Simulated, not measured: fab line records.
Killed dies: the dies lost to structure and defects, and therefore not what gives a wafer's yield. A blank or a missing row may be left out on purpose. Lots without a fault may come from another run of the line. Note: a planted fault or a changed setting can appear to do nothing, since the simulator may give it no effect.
fab line records -- flow nand-harc
[record] lots = 11, wafers = 31, last-day = 33
route steps=1302 shown A_WL_FILL@975 A_CONTACT@1002 END@1302
lots that met no fault: taken from a fault-free run of the same line
start-h: the number of hours between the record's first day and the start of the first shown wafer of the lot -- wait-h: hours from the lot's prior step to this one -- " same as the row above -- L1.1+2: a single row standing in for several wafers -- - no value, or no start was given -- * or withheld: withheld -- < > ~ a bound
route shown NAME@n: a module of which the file shows steps, and the number in the route of the first -- usual: mean/standard deviation taken from wafers without a fault -- same: alike in all rows -- chamber/n: place in a boat -- sites: each site's reading -- _std_site: how widely they spread, as a standard deviation -- _edge_site: inner sites' mean taken away from outer sites' mean -- radius-mm: how far each site lies from the wafer's centre -- mask NAME#n: copy n -- behind: tool/chamber where the wafer was last shaped -- hold: cause of the lot's hold/its duration in hours/its outcome -- device: names the non-switching transistor (n, p or np) -- end of line: the route-end tests of the same wafers -- a step given without rows: its recipe and nothing more -- killed: dies that structure and defects cost at the first sort, which is not the same as the wafer's yield -- map: the dies of a wafer, with x for killed, . for not killed, _ for no die there
set.NAME: the run value of the setting; set.NAME@STEP: its run value at that earlier step -- model.NAME: the simulator's own value behind a step, which no gauge read
steps of the route over a sample of lots; a table a step, a row a wafer
services: the hour from which a tool's chamber was out of use, counted from the record's first day as start-h (under 0 if before that day), plus the number of hours and why
[[steps]]
[step NHARC_A_WL_FILL_ALD_19]
[recipe] target-thk-a = 20, pulse-time-s = 3, ald-cycles = 100, temp-c = 450, material = TiN
[usual] heater-power-w = 1128/110, precursor-pulse-height-rel = 1.005/0.02
[same] ald-cycles = 100
lot.wafer,tool,chamber,start-h,wait-h,heater-power-w,precursor-pulse-height-rel
L601.4,ald-metal-01,2,497.70,0.1,1209,1.020
L601.1,ald-metal-01,0,497.70,0.1,1127,1.013
L601.6,ald-metal-01,1,497.70,0.1,1220,1.010
L603.2,ald-metal-04,2,497.71,0.2,996,1.042
L603.6,ald-metal-04,3,497.71,0.2,1151,1.024
L603.5,ald-metal-04,0,497.71,0.2,1160,0.998
L602.2,ald-metal-04,0,502.64,0.1,1193,1.006
L602.6,ald-metal-04,2,502.64,0.1,988,0.974
L602.5,ald-metal-04,3,502.64,0.1,1142,1.014
L610.2,ald-metal-01,2,581.45,0.1,1252,1.046
L610.5,ald-metal-01,1,581.45,0.1,1229,1.020
L610.4,ald-metal-01,2,581.45,0.1,1247,1.031
L611.3,ald-metal-03,2,593.11,0.1,846,1.019
L611.1,ald-metal-03,3,593.11,0.1,1129,1.000
L611.6,ald-metal-03,0,593.11,0.1,1184,0.973
L612.2,ald-metal-01,3,602.26,0.1,1043,0.998
L612.1,ald-metal-01,0,602.26,0.1,1131,0.998
L612.4,ald-metal-01,2,602.26,0.1,1276,0.985
L617.3,ald-metal-03,2,669.77,0.1,828,0.985
L617.2,ald-metal-03,1,669.77,0.1,1276,1.017
L617.6,ald-metal-03,2,669.77,0.1,848,1.016
L618.1,ald-metal-01,1,676.35,0.1,1254,1.014
L618.3,ald-metal-01,2,676.35,0.1,1256,0.993
L619.6,ald-metal-03,0,679.59,0.2,1158,1.006
L619.5,ald-metal-03,3,679.59,0.2,1159,0.999
L623.3,ald-metal-03,0,695.09,0.1,1177,1.013
L623.2,ald-metal-03,1,695.09,0.1,1354,1.014
L623.4,ald-metal-03,1,695.09,0.1,1277,1.026
L624.2,ald-metal-04,3,707.00,0.1,1211,0.987
L624.1,ald-metal-04,0,707.00,0.1,1075,1.000
L624.5,ald-metal-04,2,707.00,0.1,968,0.993
[step NHARC_A_CONTACT_ETCH_49]
[recipe] target-depth-a = 2600, over-etch-frac = 0.3, time-s = 475.3, ion-energy-ev = 200, n2-flow-sccm = 150, h2-flow-sccm = 150, ar-flow-sccm = 0, rf-w = 400, bias-w = 150, chemistry = N2/H2
[usual] bias-w = 150.0/0.44, drypump-motor-current-A = 5.6/0.45, mfc-ar-sccm = 0.009/0.0096, oes-product-au = 0.995/0.015, rf-vpp-V = 431.0/2.8, run-length-s = 496.6/0.49, showerhead-plenum-p-Torr = 2.06/0.1, throttle-valve-pct = 14.172/0.0091
lot.wafer,tool,chamber,start-h,wait-h,bias-w,drypump-motor-current-A,mfc-ar-sccm,oes-product-au,rf-hours-counter-h,rf-vpp-V,run-length-s,showerhead-plenum-p-Torr,throttle-valve-pct
L603.2,rie-diel-04,1,504.77,-,149.8,6.1,0.016,0.991,24,432.5,496.0,2.14,14.174
L603.6,rie-diel-04,2,504.77,-,150.4,5.6,0.002,0.987,-,432.9,497.4,2.13,14.169
L603.5,rie-diel-04,3,504.77,-,150.3,4.8,0,1.018,-,428.5,496.6,1.95,14.176
L601.1,rie-diel-04,0,506.50,-,150.0,6.1,0.021,0.986,23,428.7,496.6,1.92,14.173
L601.4,rie-diel-04,2,506.50,-,150.6,5.6,0.002,0.996,25,432.0,497.8,2.13,14.175
L601.6,rie-diel-04,1,506.50,-,150.0,6.2,0.016,0.991,-,433.5,495.9,2.14,14.168
L602.2,rie-diel-03,0,513.38,-,151.2,5.2,0.022,0.978,12,434.2,496.5,2.21,14.182
L602.6,rie-diel-03,0,513.38,-,150.9,5.2,0.022,0.967,-,435.3,496.3,2.21,14.168
L602.5,rie-diel-03,1,513.38,-,149.9,5.8,0,0.991,-,433.9,496.9,2.18,14.176
L610.2,rie-diel-02,1,588.32,-,149.7,5.6,0,1.013,5,434.1,496.5,2.20,14.172
L610.4,rie-diel-02,2,588.32,-,150.1,5.9,0.024,1.020,3,429.7,497.1,2.10,14.164
L610.5,rie-diel-02,3,588.32,-,150.6,5.2,0,0.971,-,430.2,497.0,2.03,14.171
L611.3,rie-diel-04,3,600.01,-,149.6,4.8,0,0.976,7,428.3,496.7,1.95,14.175
L611.1,rie-diel-04,1,600.01,-,149.7,6.2,0.016,0.978,7,432.4,496.1,2.13,14.173
L611.6,rie-diel-04,2,600.01,-,150.6,5.6,0.002,1.004,-,431.8,497.6,2.13,14.185
L612.1,rie-diel-04,0,611.84,-,150.1,6.1,0.021,1.021,12,427.7,497.1,1.92,14.177
L612.4,rie-diel-04,1,611.84,-,150.0,6.2,0.016,0.980,9,432.5,495.8,2.13,14.155
L612.2,rie-diel-04,2,611.84,-,150.1,5.6,0.002,1.018,9,433.8,497.1,2.13,14.171
L617.2,rie-diel-04,0,678.20,-,149.6,6.1,0.021,1.008,22,427.8,496.7,1.92,14.165
L617.3,rie-diel-04,2,678.20,-,150.0,5.6,0.002,1.007,20,434.4,497.0,2.12,14.159
L617.6,rie-diel-04,0,678.20,-,-,6.1,0.021,1.002,-,427.4,394.8,1.92,14.183
L618.3,rie-diel-04,0,684.30,-,149.7,6.1,0.021,1.005,23,426.0,496.5,1.92,14.179
L618.1,rie-diel-04,1,684.30,-,-,6.2,0.016,0.984,21,432.8,394.1,2.13,14.180
L619.5,rie-diel-04,2,686.71,-,149.8,5.6,0.002,1.016,-,432.7,497.2,2.12,14.174
L619.6,rie-diel-04,3,686.71,-,-,4.8,0,0.990,-,428.4,395.0,1.94,14.166
L623.2,rie-diel-03,0,702.61,-,149.6,5.2,0.022,0.980,17,433.8,496.6,2.19,14.179
L623.4,rie-diel-03,2,702.61,-,149.4,5.4,0.019,0.976,18,429.3,495.7,2.04,14.172
L623.3,rie-diel-03,3,702.61,-,150.5,5.6,0.011,1.011,16,427.6,496.0,1.99,14.165
L624.1,rie-diel-03,0,716.97,-,149.4,5.2,0.022,0.979,22,435.1,496.7,2.19,14.176
L624.2,rie-diel-03,1,716.97,-,149.9,5.8,0,0.996,25,434.1,496.9,2.16,14.169
L624.5,rie-diel-03,2,716.97,-,149.6,5.4,0.019,0.986,-,430.5,496.3,2.04,14.190
[step NHARC_A_CONTACT_ETCH_51]
[recipe] target-depth-a = 70000, over-etch-frac = 0.3, time-s = 1820, ion-energy-ev = 150, o2-flow-sccm = 400, cos-flow-sccm = 20, ar-flow-sccm = 0, rf-w = 500, bias-w = 300, chemistry = O2/COS
[usual] bias-w = 300.2/0.88, cos-flow-sccm = 20.00/0.057, drypump-motor-current-A = 5.6/0.46, mfc-ar-sccm = 0.010/0.0097, oes-product-au = 0.997/0.014, rf-vpp-V = 314.6/2.2, run-length-s = 1841.3/0.45, showerhead-plenum-p-Torr = 3.15/0.15, throttle-valve-pct = 28.330/0.0083
lot.wafer,tool,chamber,start-h,wait-h,bias-w,cos-flow-sccm,drypump-motor-current-A,mfc-ar-sccm,oes-product-au,rf-hours-counter-h,rf-vpp-V,run-length-s,showerhead-plenum-p-Torr,throttle-valve-pct
L603.2,rie-diel-04,1,-,-,300.4,20.02,6.2,0.016,0.997,24,316.4,1840.7,3.26,28.328
L603.5,rie-diel-04,0,-,-,299.6,20.10,6.1,0.021,0.990,-,311.8,1841.6,2.96,28.342
L603.6,rie-diel-04,1,-,-,300.9,20.02,6.2,0.016,0.990,-,316.7,1840.6,3.26,28.336
L601.1,rie-diel-04,3,-,-,299.6,20.00,4.8,0,1.011,22,311.9,1841.3,3.00,28.327
L601.4,rie-diel-04,0,-,-,299.4,20.02,6.1,0.021,0.991,24,309.9,1841.7,2.96,28.327
L601.6,rie-diel-04,0,-,-,300.6,20.05,6.1,0.021,0.983,-,312.7,1841.6,2.96,28.341
L602.2,rie-diel-03,0,-,-,300.5,20.02,5.2,0.022,0.977,12,317.4,1841.1,3.37,28.348
L602.6,rie-diel-03,0,-,-,298.9,19.99,5.2,0.022,0.964,-,316.3,1841.5,3.37,28.340
L602.5,rie-diel-03,1,-,-,301.6,20.05,5.9,0,0.989,-,315.9,1841.7,3.32,28.323
L610.4,rie-diel-02,3,-,-,300.8,19.96,5.3,0,0.987,4,315.5,1841.6,3.11,28.331
L610.2,rie-diel-02,1,-,-,301.3,20.08,5.6,0,1.019,5,317.7,1841.2,3.34,28.332
L610.5,rie-diel-02,0,-,-,300.9,20.03,5.8,0,0.980,-,317.8,1841.1,3.37,28.336
L611.3,rie-diel-04,3,-,-,298.7,19.96,4.8,0,0.988,8,311.7,1841.5,2.99,28.335
L611.1,rie-diel-04,2,-,-,299.6,20.06,5.7,0.002,1.008,7,316.2,1841.7,3.24,28.329
L611.6,rie-diel-04,3,-,-,300.9,20.01,4.8,0,0.994,-,312.2,1841.6,2.99,28.340
L612.2,rie-diel-04,1,-,-,300.5,20.06,6.2,0.016,0.986,10,317.0,1840.5,3.25,28.342
L612.1,rie-diel-04,2,-,-,300.6,20.02,5.6,0.002,1.012,10,315.2,1841.7,3.24,28.327
L612.4,rie-diel-04,3,-,-,300.8,19.94,4.9,0,0.983,11,310.6,1841.3,2.99,28.324
L617.2,rie-diel-04,0,-,-,300.1,20.02,6.1,0.021,1.006,22,311.3,1841.3,2.95,28.330
L617.3,rie-diel-04,1,-,-,298.8,20.01,6.2,0.016,0.976,21,314.2,1841.1,3.24,28.333
L617.6,rie-diel-04,3,-,-,300.6,20.03,4.8,0,0.990,-,313.0,1841.3,2.98,28.325
L618.1,rie-diel-04,3,-,-,299.6,20.08,4.8,0,0.997,22,310.9,1841.5,2.98,28.335
L618.3,rie-diel-04,0,-,-,299.8,20.02,6.1,0.021,1.011,23,312.5,1841.5,2.95,28.319
L619.5,rie-diel-04,3,-,-,299.8,20.11,4.8,0,0.988,-,312.4,1841.6,2.98,28.328
L619.6,rie-diel-04,0,-,-,300.9,20.05,6.1,0.021,1.009,-,311.2,1841.1,2.95,28.322
L623.3,rie-diel-03,1,-,-,301.6,19.97,5.8,0,1.005,21,316.4,1841.6,3.29,28.334
L623.4,rie-diel-03,2,-,-,301.1,19.98,5.4,0.019,0.983,19,313.5,1840.8,3.12,28.332
L623.2,rie-diel-03,3,-,-,300.0,19.98,5.6,0.011,1.021,16,312.7,1840.8,3.05,28.322
L624.2,rie-diel-03,2,-,-,299.3,19.98,5.4,0.019,0.990,24,313.2,1840.5,3.12,28.329
L624.1,rie-diel-03,3,-,-,299.2,19.93,5.6,0.011,1.007,21,312.8,1840.9,3.05,28.319
L624.5,rie-diel-03,0,-,-,299.9,19.93,5.2,0.022,0.984,-,316.4,1841.5,3.33,28.323
[step NHARC_A_CONTACT_ETCH_118]
[recipe] source-w = withheld, pressure-mtorr = 20, bias-v = 3000, time-s = 190, target-depth-a = 18500, ar-flow-sccm = withheld, c4f8-flow-sccm = withheld, o2-flow-sccm = withheld, chemistry = C4F8/O2/Ar
[usual] run-length-s = 190/0
lot.wafer,tool,chamber,start-h,wait-h,rf-hours-counter-h,run-length-s
L603.2,har-cap-etch-03,0,507.65,0.2,37,190
L603.6,har-cap-etch-03,0,507.65,0.2,-,190
L603.5,har-cap-etch-03,1,507.65,0.2,-,190
L601.1,har-cap-etch-02,0,509.42,0.2,86,190
L601.4,har-cap-etch-02,0,509.42,0.2,-,190
L601.6,har-cap-etch-02,0,509.42,0.2,-,190
L602.2,har-cap-etch-01,1,516.65,0.2,1,190
L602.5,har-cap-etch-01,1,516.65,0.2,-,190
L602.6,har-cap-etch-01,0,516.65,0.2,-,190
L610.2,har-cap-etch-01,1,591.15,0.1,14,190
L610.4,har-cap-etch-01,1,591.15,0.1,-,190
L610.5,har-cap-etch-01,0,591.15,0.1,-,190
L611.1,har-cap-etch-02,1,602.85,0.1,106,190
L611.3,har-cap-etch-02,0,602.85,0.1,-,190
L611.6,har-cap-etch-02,0,602.85,0.1,-,190
L612.2,har-cap-etch-01,1,614.66,0.1,18,190
L612.1,har-cap-etch-01,0,614.66,0.1,18,190
L612.4,har-cap-etch-01,0,614.66,0.1,-,190
L617.2,har-cap-etch-03,1,681.02,0.1,69,190
L617.3,har-cap-etch-03,1,681.02,0.1,-,190
L617.6,har-cap-etch-03,0,681.02,0.1,-,190
L618.1,har-cap-etch-01,0,687.18,0.1,28,190
L618.3,har-cap-etch-01,1,687.18,0.1,-,190
L619.6,har-cap-etch-02,0,689.57,0.1,-,190
L619.5,har-cap-etch-02,1,689.57,0.1,-,190
L623.2,har-cap-etch-02,0,705.60,0.1,124,190
L623.4,har-cap-etch-02,1,705.60,0.1,-,190
L623.3,har-cap-etch-02,0,705.60,0.1,-,190
L624.1,har-cap-etch-01,0,719.87,0.1,38,190
L624.2,har-cap-etch-01,1,719.87,0.1,38,190
L624.5,har-cap-etch-01,1,719.87,0.1,-,190
[step NHARC_END_SORT_01]
[recipe] temp-c = 25
[usual] killed-at-array = 61/24, killed-at-other = 1.2/1.3, killed-at-periphery = 3.7/2.6, killed-dies = 66/23, killed-open = 3.3/1.8, killed-short = 2.4/1.6
[same] gross-dies = 677
lot.wafer,tool,chamber,start-h,wait-h,killed-at-array,killed-at-other,killed-at-periphery,killed-dies,killed-open,killed-short
L611.1,prober-02,0,669.59,2.5,95,0,3,98,4,5
L611.3,prober-02,0,671.16,3.1,87,0,2,89,1,1
L611.6,prober-02,0,673.52,3.9,82,1,2,85,4,1
L618.1,prober-01,0,761.47,2.5,48,2,4,54,5,1
// killed by level:class
L611.1 A_CHANNEL_HOLE_D1:chamber-film-flake=37 A_SLIT:chamber-film-flake=29 A_SGD_CUT:chamber-film-flake=10 A_CONTACT:chamber-film-flake=8 A_WL_FILL:geometric-particle:short=3 A_M0:geometric-particle:open=2 A_CHANNEL_HOLE_D2:chamber-film-flake=2 P_CONTACT:geometric-particle:open=1
L611.3 A_SLIT:chamber-film-flake=41 A_CHANNEL_HOLE_D1:chamber-film-flake=32 A_CONTACT:chamber-film-flake=5 A_CHANNEL_HOLE_D2:unspecified=3 A_CHANNEL_HOLE_D2:chamber-film-flake=2 A_SGD_CUT:chamber-film-flake=2 A_SGD_CUT:geometric-particle:short=1 A_CONTACT:geometric-particle:open=1
L611.6 A_SLIT:chamber-film-flake=35 A_CHANNEL_HOLE_D1:chamber-film-flake=30 A_CONTACT:chamber-film-flake=6 A_DECK1_JOINT:geometric-particle:open=2 A_CHANNEL_FILL_D1:chamber-film-flake=2 A_SGD_CUT:chamber-film-flake=2 P_CONTACT:geometric-particle:open=1 A_ONON_D1:geometric-particle:short=1
L618.1 A_SLIT:chamber-film-flake=25 A_CHANNEL_HOLE_D1:chamber-film-flake=11 A_CHANNEL_HOLE_D2:geometric-particle:open=2 P_STI:chamber-film-flake=2 A_DECK1_JOINT:chamber-film-flake=2 A_CONTACT:chamber-film-flake=2 A_ONON_D1:geometric-particle:open=1 A_CONTACT:geometric-particle:open=1
[[services]]
tool,chamber,start-h,hours,kind
ald-metal-04,-,474.00,10.0,pm
ald-metal-01,-,480.49,0.8,repair
rie-diel-03,0,481.98,13.0,repair
rie-diel-04,0,486.46,-,clean
rie-diel-04,1,486.46,-,clean
rie-diel-04,2,486.46,-,clean
har-cap-etch-01,-,497.00,17.0,pm
ald-metal-01,3,503.81,4.1,repair
rie-diel-03,3,517.78,17.8,repair
rie-diel-04,-,531.90,9.0,pm
ald-metal-03,-,549.55,2.9,repair
ald-metal-04,-,551.82,0.7,repair
rie-diel-04,3,562.59,3.2,repair
har-cap-etch-01,-,567.86,0.6,repair
ald-metal-03,-,568.00,10.0,pm
rie-diel-02,-,570.78,9.0,pm
ald-metal-01,0,574.02,27.7,repair
ald-metal-04,3,579.16,43.5,repair
har-cap-etch-03,-,625.69,1.0,repair
rie-diel-03,-,634.91,1.3,repair
rie-diel-03,-,636.26,9.0,pm
ald-metal-04,-,652.00,10.0,pm
rie-diel-02,1,663.83,8.8,repair
ald-metal-01,-,704.00,10.0,pm
[[key]]
[first-sign] step = NHARC_A_CONTACT_ETCH_49, reading = run-length-s, direction = down, sigmas = 99+, usual = *, struck = *
effect none on later readings
met-at NHARC_A_CONTACT_ETCH_49
struck-lots L617,L618,L619
struck-wafers L617.6,L618.1,L619.6
tester-left-out L617,L618,L619
not-acting-at NHARC_A_WL_FILL_ALD_19,NHARC_A_CONTACT_ETCH_51,NHARC_A_CONTACT_ETCH_118
onset-between 611.84 678.20
[fault] kind = process-parameter-drift, tool = rie-diel-04, chamber = -, onset-h = 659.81, steps = NHARC_A_CONTACT_ETCH_49, channel = time-s, offset = *, shape = step, end-h = 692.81, scope = struck-wafers-only, acts-in = *, stated = *
// tester-left-out: of these lots the tester's yield and bins aren't shown, on N5 and GAA mostly nor the transistor test; their killed dies are dies lost to structure and defects alone, not to doping, threshold or leakage, so they don't give the yield
